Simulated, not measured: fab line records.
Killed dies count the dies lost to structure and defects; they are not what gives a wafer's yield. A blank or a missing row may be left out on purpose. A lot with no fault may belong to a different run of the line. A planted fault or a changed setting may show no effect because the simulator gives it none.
The tool behind it: which one? || flow n5Finfet || Sampling: 14 lots, 42 wafers, 5 of 1938 route steps

## WHAT THE GAUGES READ, wafer by wafer
N5_BEOL_M5_CD_MEAS_18: pitch 56 nm, target cd 28 nm. Usual: cdNm 28.0 nm, standard deviation 0.31.
{"lot": "L611", "measured": "day 7 22:35", "on": "cdSem-03", "cdNm (nm)": "28.1 28.0 27.9", "flag": ""}
{"lot": "L614", "measured": "day 8 13:59", "on": "cdSem-01", "cdNm (nm)": "27.6 27.4 27.8", "flag": ""}
{"lot": "L612", "measured": "day 8 16:56", "on": "cdSem-01", "cdNm (nm)": "28.1 27.7 28.3", "flag": ""}
{"lot": "L613", "measured": "day 8 18:16", "on": "cdSem-03", "cdNm (nm)": "28.1 28.3 28.3", "flag": ""}
{"lot": "L615", "measured": "day 9 07:04", "on": "cdSem-03", "cdNm (nm)": "28.2 28.0 27.9", "flag": ""}
{"lot": "L620", "measured": "day 10 19:30", "on": "cdSem-03", "cdNm (nm)": "- - -", "flag": "OFF"}
{"lot": "L621", "measured": "day 11 15:45", "on": "cdSem-02", "cdNm (nm)": "- - -", "flag": "OFF"}
{"lot": "L624", "measured": "day 11 19:10", "on": "cdSem-01", "cdNm (nm)": "28.1 28.4 28.1", "flag": ""}
{"lot": "L626", "measured": "day 12 02:56", "on": "cdSem-03", "cdNm (nm)": "27.6 28.7 28.0", "flag": ""}
{"lot": "L627", "measured": "day 12 10:38", "on": "cdSem-01", "cdNm (nm)": "28.0 28.1 27.9", "flag": ""}
{"lot": "L628", "measured": "day 12 20:32", "on": "cdSem-03", "cdNm (nm)": "28.4 28.5 28.1", "flag": ""}
{"lot": "L629", "measured": "day 13 06:14", "on": "cdSem-01", "cdNm (nm)": "28.1 28.0 27.6", "flag": ""}
{"lot": "L632", "measured": "day 14 08:29", "on": "cdSem-03", "cdNm (nm)": "28.1 28.3 28.2", "flag": ""}
{"lot": "L631", "measured": "day 14 14:07", "on": "cdSem-03", "cdNm (nm)": "28.2 28.0 28.3", "flag": ""}

## EACH LOT AND THE TOOL THAT RAN IT (in order: tool; ch and the chambers of the sampled wafers; start)
{"lot": "L611", "N5_BEOL_M4_ANNEAL_95": "pvdSputter-01, day 7 18:20", "N5_BEOL_M4_SPUTTER_96": "pvdSputter-01, day 7 18:28", "N5_BEOL_M5_ILD_DEP_00": "pecvd-01 ch 0,1,2, day 7 20:34", "N5_BEOL_M5_HM_OPEN_17": "rieMetal-03 ch 1, day 7 22:25"}
{"lot": "L614", "N5_BEOL_M4_ANNEAL_95": "pvdSputter-02, day 8 09:02", "N5_BEOL_M4_SPUTTER_96": "pvdSputter-02, day 8 09:11", "N5_BEOL_M5_ILD_DEP_00": "pecvd-01 ch 1,2, day 8 11:16", "N5_BEOL_M5_HM_OPEN_17": "rieMetal-03 ch 0,1, day 8 13:48"}
{"lot": "L612", "N5_BEOL_M4_ANNEAL_95": "pvdSputter-01, day 8 11:35", "N5_BEOL_M4_SPUTTER_96": "pvdSputter-01, day 8 11:43", "N5_BEOL_M5_ILD_DEP_00": "pecvd-04 ch 0,1, day 8 13:47", "N5_BEOL_M5_HM_OPEN_17": "rieMetal-03 ch 0, day 8 16:38"}
{"lot": "L613", "N5_BEOL_M4_ANNEAL_95": "pvdSputter-02, day 8 11:46", "N5_BEOL_M4_SPUTTER_96": "pvdSputter-02, day 8 11:54", "N5_BEOL_M5_ILD_DEP_00": "pecvd-01 ch 0,1, day 8 13:58", "N5_BEOL_M5_HM_OPEN_17": "rieMetal-01 ch 0,1, day 8 18:00"}
{"lot": "L615", "N5_BEOL_M4_ANNEAL_95": "pvdSputter-01, day 9 00:25", "N5_BEOL_M4_SPUTTER_96": "pvdSputter-01, day 9 00:34", "N5_BEOL_M5_ILD_DEP_00": "pecvd-03 ch 0,1, day 9 02:37", "N5_BEOL_M5_HM_OPEN_17": "rieMetal-03 ch 0,1, day 9 06:52"}
{"lot": "L620", "N5_BEOL_M4_ANNEAL_95": "pvdSputter-02, day 10 13:02", "N5_BEOL_M4_SPUTTER_96": "pvdSputter-02, day 10 13:11", "N5_BEOL_M5_ILD_DEP_00": "pecvd-03 ch 0,2, day 10 15:15", "N5_BEOL_M5_HM_OPEN_17": "rieMetal-01 ch 0,1, day 10 19:19"}
{"lot": "L621", "N5_BEOL_M4_ANNEAL_95": "pvdSputter-02, day 11 11:09", "N5_BEOL_M4_SPUTTER_96": "pvdSputter-02, day 11 11:17", "N5_BEOL_M5_ILD_DEP_00": "pecvd-04 ch 0,2, day 11 13:28", "N5_BEOL_M5_HM_OPEN_17": "rieMetal-02 ch 0,1, day 11 15:34"}
{"lot": "L624", "N5_BEOL_M4_ANNEAL_95": "pvdSputter-03, day 11 13:50", "N5_BEOL_M4_SPUTTER_96": "pvdSputter-03, day 11 13:58", "N5_BEOL_M5_ILD_DEP_00": "pecvd-04 ch 0,2, day 11 16:11", "N5_BEOL_M5_HM_OPEN_17": "rieMetal-01 ch 0,1, day 11 18:59"}
{"lot": "L626", "N5_BEOL_M4_ANNEAL_95": "pvdSputter-01, day 11 22:41", "N5_BEOL_M4_SPUTTER_96": "pvdSputter-01, day 11 22:49", "N5_BEOL_M5_ILD_DEP_00": "pecvd-01 ch 0,1,2, day 12 00:53", "N5_BEOL_M5_HM_OPEN_17": "rieMetal-02 ch 1, day 12 02:40"}
{"lot": "L627", "N5_BEOL_M4_ANNEAL_95": "pvdSputter-02, day 12 03:39", "N5_BEOL_M4_SPUTTER_96": "pvdSputter-02, day 12 03:47", "N5_BEOL_M5_ILD_DEP_00": "pecvd-03 ch 0,2, day 12 05:54", "N5_BEOL_M5_HM_OPEN_17": "rieMetal-02 ch 0,1, day 12 10:22"}
{"lot": "L628", "N5_BEOL_M4_ANNEAL_95": "pvdSputter-01, day 12 14:02", "N5_BEOL_M4_SPUTTER_96": "pvdSputter-01, day 12 14:10", "N5_BEOL_M5_ILD_DEP_00": "pecvd-01 ch 0,2, day 12 16:31", "N5_BEOL_M5_HM_OPEN_17": "rieMetal-01 ch 0,1, day 12 20:20"}
{"lot": "L629", "N5_BEOL_M4_ANNEAL_95": "pvdSputter-02, day 12 22:59", "N5_BEOL_M4_SPUTTER_96": "pvdSputter-02, day 12 23:08", "N5_BEOL_M5_ILD_DEP_00": "pecvd-04 ch 0,2, day 13 01:13", "N5_BEOL_M5_HM_OPEN_17": "rieMetal-02 ch 0,1, day 13 05:56"}
{"lot": "L632", "N5_BEOL_M4_ANNEAL_95": "pvdSputter-02, day 14 03:03", "N5_BEOL_M4_SPUTTER_96": "pvdSputter-02, day 14 03:11", "N5_BEOL_M5_ILD_DEP_00": "pecvd-03 ch 0,2, day 14 05:16", "N5_BEOL_M5_HM_OPEN_17": "rieMetal-03 ch 0,1, day 14 08:11"}
{"lot": "L631", "N5_BEOL_M4_ANNEAL_95": "pvdSputter-03, day 14 07:11", "N5_BEOL_M4_SPUTTER_96": "pvdSputter-03, day 14 07:20", "N5_BEOL_M5_ILD_DEP_00": "pecvd-03 ch 0,1,2, day 14 09:29", "N5_BEOL_M5_HM_OPEN_17": "rieMetal-01 ch 0,1, day 14 13:51"}
- N5_BEOL_M4_ANNEAL_95: time 240 s.
- N5_BEOL_M4_SPUTTER_96: material Cu, target thk 4.5 nm, time 8.29 s.
- N5_BEOL_M5_ILD_DEP_00: deposits SiCOH lowk from DEMS/porogen, target thk 140.64 nm, time 25.9 s.
- N5_BEOL_M5_HM_OPEN_17: chemistry Cl2/BCl3, target TiN, target depth 20 nm, overetch 6 nm.

## WHAT THE TOOLS THEMSELVES READ (means of the sampled wafers that have a number; where no wafer has one, the mark that the record gives instead)
N5_BEOL_M4_ANNEAL_95. Usual: heaterPowerW 824 W, standard deviation 92.
{"lot": "L611", "tool": "pvdSputter-01", "heaterPowerW (W)": 859, "flag": ""}
{"lot": "L614", "tool": "pvdSputter-02", "heaterPowerW (W)": 774, "flag": ""}
{"lot": "L612", "tool": "pvdSputter-01", "heaterPowerW (W)": 862, "flag": ""}
{"lot": "L613", "tool": "pvdSputter-02", "heaterPowerW (W)": 893, "flag": ""}
{"lot": "L615", "tool": "pvdSputter-01", "heaterPowerW (W)": 906, "flag": ""}
{"lot": "L620", "tool": "pvdSputter-02", "heaterPowerW (W)": 804, "flag": ""}
{"lot": "L621", "tool": "pvdSputter-02", "heaterPowerW (W)": 922, "flag": ""}
{"lot": "L624", "tool": "pvdSputter-03", "heaterPowerW (W)": 751, "flag": ""}
{"lot": "L626", "tool": "pvdSputter-01", "heaterPowerW (W)": 912, "flag": ""}
{"lot": "L627", "tool": "pvdSputter-02", "heaterPowerW (W)": 855, "flag": ""}
{"lot": "L628", "tool": "pvdSputter-01", "heaterPowerW (W)": 897, "flag": ""}
{"lot": "L629", "tool": "pvdSputter-02", "heaterPowerW (W)": 833, "flag": ""}
{"lot": "L632", "tool": "pvdSputter-02", "heaterPowerW (W)": 829, "flag": ""}
{"lot": "L631", "tool": "pvdSputter-03", "heaterPowerW (W)": 735, "flag": ""}

N5_BEOL_M4_SPUTTER_96. Usual: throttleValvePct 29.7 %, standard deviation 1.2.
{"lot": "L611", "tool": "pvdSputter-01", "throttleValvePct (%)": 30.2, "flag": ""}
{"lot": "L614", "tool": "pvdSputter-02", "throttleValvePct (%)": 29.6, "flag": ""}
{"lot": "L612", "tool": "pvdSputter-01", "throttleValvePct (%)": 30.1, "flag": ""}
{"lot": "L613", "tool": "pvdSputter-02", "throttleValvePct (%)": 29.5, "flag": ""}
{"lot": "L615", "tool": "pvdSputter-01", "throttleValvePct (%)": 29.1, "flag": ""}
{"lot": "L620", "tool": "pvdSputter-02", "throttleValvePct (%)": 30.1, "flag": ""}
{"lot": "L621", "tool": "pvdSputter-02", "throttleValvePct (%)": 29.8, "flag": ""}
{"lot": "L624", "tool": "pvdSputter-03", "throttleValvePct (%)": 30.1, "flag": ""}
{"lot": "L626", "tool": "pvdSputter-01", "throttleValvePct (%)": 30.2, "flag": ""}
{"lot": "L627", "tool": "pvdSputter-02", "throttleValvePct (%)": 30.3, "flag": ""}
{"lot": "L628", "tool": "pvdSputter-01", "throttleValvePct (%)": 29.0, "flag": ""}
{"lot": "L629", "tool": "pvdSputter-02", "throttleValvePct (%)": 30.9, "flag": ""}
{"lot": "L632", "tool": "pvdSputter-02", "throttleValvePct (%)": 30.1, "flag": ""}
{"lot": "L631", "tool": "pvdSputter-03", "throttleValvePct (%)": 29.6, "flag": ""}

N5_BEOL_M5_ILD_DEP_00. Usual: heaterPowerW 294 W, standard deviation 45; showerheadPlenumPTorr 5.741 Torr, standard deviation 0.015; throttleValvePct 13.9 %, standard deviation 0.78.
{"lot": "L611", "tool": "pecvd-01", "heaterPowerW (W)": 335, "showerheadPlenumPTorr (Torr)": 5.749, "throttleValvePct (%)": 14.5, "flag": ""}
{"lot": "L614", "tool": "pecvd-01", "heaterPowerW (W)": 306, "showerheadPlenumPTorr (Torr)": 5.743, "throttleValvePct (%)": 15.0, "flag": ""}
{"lot": "L612", "tool": "pecvd-04", "heaterPowerW (W)": 262, "showerheadPlenumPTorr (Torr)": 5.721, "throttleValvePct (%)": 13.6, "flag": ""}
{"lot": "L613", "tool": "pecvd-01", "heaterPowerW (W)": 315, "showerheadPlenumPTorr (Torr)": 5.746, "throttleValvePct (%)": 14.1, "flag": ""}
{"lot": "L615", "tool": "pecvd-03", "heaterPowerW (W)": 276, "showerheadPlenumPTorr (Torr)": 5.750, "throttleValvePct (%)": 13.7, "flag": ""}
{"lot": "L620", "tool": "pecvd-03", "heaterPowerW (W)": 303, "showerheadPlenumPTorr (Torr)": 5.736, "throttleValvePct (%)": 13.8, "flag": ""}
{"lot": "L621", "tool": "pecvd-04", "heaterPowerW (W)": 244, "showerheadPlenumPTorr (Torr)": 5.743, "throttleValvePct (%)": 13.0, "flag": ""}
{"lot": "L624", "tool": "pecvd-04", "heaterPowerW (W)": 207, "showerheadPlenumPTorr (Torr)": 5.722, "throttleValvePct (%)": 13.3, "flag": ""}
{"lot": "L626", "tool": "pecvd-01", "heaterPowerW (W)": 307, "showerheadPlenumPTorr (Torr)": 5.746, "throttleValvePct (%)": 14.3, "flag": ""}
{"lot": "L627", "tool": "pecvd-03", "heaterPowerW (W)": 310, "showerheadPlenumPTorr (Torr)": 5.735, "throttleValvePct (%)": 13.5, "flag": ""}
{"lot": "L628", "tool": "pecvd-01", "heaterPowerW (W)": 323, "showerheadPlenumPTorr (Torr)": 5.740, "throttleValvePct (%)": 13.5, "flag": ""}
{"lot": "L629", "tool": "pecvd-04", "heaterPowerW (W)": 225, "showerheadPlenumPTorr (Torr)": 5.732, "throttleValvePct (%)": 13.2, "flag": ""}
{"lot": "L632", "tool": "pecvd-03", "heaterPowerW (W)": 317, "showerheadPlenumPTorr (Torr)": 5.747, "throttleValvePct (%)": 13.5, "flag": ""}
{"lot": "L631", "tool": "pecvd-03", "heaterPowerW (W)": 292, "showerheadPlenumPTorr (Torr)": 5.755, "throttleValvePct (%)": 13.4, "flag": ""}

N5_BEOL_M5_HM_OPEN_17. Usual: bcl3FlowSccm 21.74 sccm, standard deviation 0.074; biasW 126.0 W, standard deviation 0.38; drypumpMotorCurrentA 5.7 A, standard deviation 0.59; oesProductAu 0.64 a.u., standard deviation 0.065; throttleValvePct 22.06 %, standard deviation 0.2.
{"lot": "L611", "tool": "rieMetal-03", "bcl3FlowSccm (sccm)": 21.74, "biasW (W)": 126.4, "drypumpMotorCurrentA (A)": 5.2, "oesProductAu (a.u.)": 0.56, "throttleValvePct (%)": 22.07, "flag": ""}
{"lot": "L614", "tool": "rieMetal-03", "bcl3FlowSccm (sccm)": 21.66, "biasW (W)": 126.1, "drypumpMotorCurrentA (A)": 5.1, "oesProductAu (a.u.)": 0.58, "throttleValvePct (%)": 21.99, "flag": ""}
{"lot": "L612", "tool": "rieMetal-03", "bcl3FlowSccm (sccm)": 21.85, "biasW (W)": 126.7, "drypumpMotorCurrentA (A)": 5.0, "oesProductAu (a.u.)": 0.61, "throttleValvePct (%)": 21.85, "flag": ""}
{"lot": "L613", "tool": "rieMetal-01", "bcl3FlowSccm (sccm)": 21.77, "biasW (W)": 125.8, "drypumpMotorCurrentA (A)": 5.8, "oesProductAu (a.u.)": 0.72, "throttleValvePct (%)": 22.26, "flag": ""}
{"lot": "L615", "tool": "rieMetal-03", "bcl3FlowSccm (sccm)": 21.86, "biasW (W)": 126.3, "drypumpMotorCurrentA (A)": 5.1, "oesProductAu (a.u.)": 0.58, "throttleValvePct (%)": 21.99, "flag": ""}
{"lot": "L620", "tool": "rieMetal-01", "bcl3FlowSccm (sccm)": "-", "biasW (W)": "-", "drypumpMotorCurrentA (A)": "-", "oesProductAu (a.u.)": "-", "throttleValvePct (%)": "-", "flag": "OFF"}
{"lot": "L621", "tool": "rieMetal-02", "bcl3FlowSccm (sccm)": "-", "biasW (W)": "-", "drypumpMotorCurrentA (A)": "-", "oesProductAu (a.u.)": "-", "throttleValvePct (%)": "-", "flag": "OFF"}
{"lot": "L624", "tool": "rieMetal-01", "bcl3FlowSccm (sccm)": 21.70, "biasW (W)": 126.1, "drypumpMotorCurrentA (A)": 5.8, "oesProductAu (a.u.)": 0.70, "throttleValvePct (%)": 22.28, "flag": ""}
{"lot": "L626", "tool": "rieMetal-02", "bcl3FlowSccm (sccm)": 21.60, "biasW (W)": 125.9, "drypumpMotorCurrentA (A)": 6.3, "oesProductAu (a.u.)": 0.68, "throttleValvePct (%)": 21.84, "flag": ""}
{"lot": "L627", "tool": "rieMetal-02", "bcl3FlowSccm (sccm)": 21.80, "biasW (W)": 126.2, "drypumpMotorCurrentA (A)": 6.4, "oesProductAu (a.u.)": 0.61, "throttleValvePct (%)": 22.14, "flag": ""}
{"lot": "L628", "tool": "rieMetal-01", "bcl3FlowSccm (sccm)": 21.71, "biasW (W)": 126.1, "drypumpMotorCurrentA (A)": 5.8, "oesProductAu (a.u.)": 0.69, "throttleValvePct (%)": 22.28, "flag": ""}
{"lot": "L629", "tool": "rieMetal-02", "bcl3FlowSccm (sccm)": 21.77, "biasW (W)": 126.1, "drypumpMotorCurrentA (A)": 6.4, "oesProductAu (a.u.)": 0.62, "throttleValvePct (%)": 22.14, "flag": ""}
{"lot": "L632", "tool": "rieMetal-03", "bcl3FlowSccm (sccm)": 21.73, "biasW (W)": 126.3, "drypumpMotorCurrentA (A)": 5.1, "oesProductAu (a.u.)": 0.55, "throttleValvePct (%)": 22.03, "flag": ""}
{"lot": "L631", "tool": "rieMetal-01", "bcl3FlowSccm (sccm)": 21.79, "biasW (W)": 126.1, "drypumpMotorCurrentA (A)": 6.0, "oesProductAu (a.u.)": 0.65, "throttleValvePct (%)": 22.22, "flag": ""}

## THE ANSWER, worked out from the rows above alone
Rule: a lot counts as off when the mean over its wafers that have a number is more than 3 standard deviations away from the usual mean. Also off: a lot with no number at a reading for which 4 or more lots have one. Where the step has rows for the other lots, those lots are counted as sound. First the gauges in route order, then the tools' own readings, where a lot's mean is used as printed above. At the first step where some lot is off, the reading lying furthest off is the one used; lots without a number count as furthest.
Off: L620, L621, at N5_BEOL_M5_CD_MEAS_18 (cdNm). Without a number there: L620, L621.
If a tool, at a process step before that reading, ran all the lots that are off and no sound lot after the first of them, it fits. Not tried: the gauges at N5_BEOL_M5_CD_MEAS_18; whatever is off there is also off at N5_BEOL_M5_HM_OPEN_17, on other tools, and gauge error can't account for it. Of those tried, none fits.

## WHAT THE SIMULATOR HAD PUT IN
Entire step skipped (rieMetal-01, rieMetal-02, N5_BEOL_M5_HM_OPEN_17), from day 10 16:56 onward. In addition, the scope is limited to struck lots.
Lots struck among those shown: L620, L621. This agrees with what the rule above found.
